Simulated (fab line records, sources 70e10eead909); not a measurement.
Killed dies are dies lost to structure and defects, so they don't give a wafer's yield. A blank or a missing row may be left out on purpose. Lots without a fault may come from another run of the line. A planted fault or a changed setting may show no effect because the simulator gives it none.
Chamber matching | flow nand_harc | NHARC_P_M0_PRE_CLEAN_31 on pecvd-04: 3 sister chambers
The step time 12 s. 6 wafers are shown with their chamber, then 10 later ones without.

WAFERS WITH THEIR CHAMBER
wafer  | chamber | heater_power_outer_w (W) | heater_power_w (W)
L086.3 | 0       | 367                      | 618
L087.3 | 2       | 310                      | 548
L087.5 | 1       | 434                      | 738
L087.6 | 2       | 309                      | 554
L090.1 | 1       | 435                      | 742
L090.2 | 0       | 356                      | 632

WAFERS WITHOUT THEIR CHAMBER
wafer  | heater_power_outer_w (W) | heater_power_w (W)
L090.6 | 356                      | 649
L091.2 | 399                      | 713
L091.3 | 333                      | 573
L091.6 | 336                      | 569
L093.2 | 341                      | 586
L093.3 | 436                      | 761
L093.4 | 447                      | 727
L096.1 | 324                      | 578
L096.3 | 395                      | 690
L096.4 | 296                      | 539

WHICH CHAMBER EACH WENT THROUGH
wafer  | from the rows above     | in truth
L090.6 | 0                       | 0
L091.2 | 1                       | 1
L091.3 | 2                       | 2
L091.6 | 2                       | 2
L093.2 | can't be placed: 0 or 2 | 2
L093.3 | 1                       | 1
L093.4 | 1                       | 1
L096.1 | 2                       | 2
L096.3 | can't be placed: 1 or 0 | 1
L096.4 | 2                       | 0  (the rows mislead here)
Placed correctly: 7 of 10. Can't be placed from these rows: 2 (the true chamber is among the candidates in 2). Placed wrongly: 1.
How it was worked out, from the rows above alone: a wafer's distance from a chamber is the root of the sum, over the readings, of the square of ((its reading less the chamber's mean) divided by the reading's scatter). The wafer belongs to the nearest chamber; if the next one is less than 2 further off, it can't be placed. A chamber's mean is the mean of its shown wafers. The scatter: the root of (the sum of the squares of (reading less its chamber's mean) over the shown wafers, divided by (wafers less chambers)).
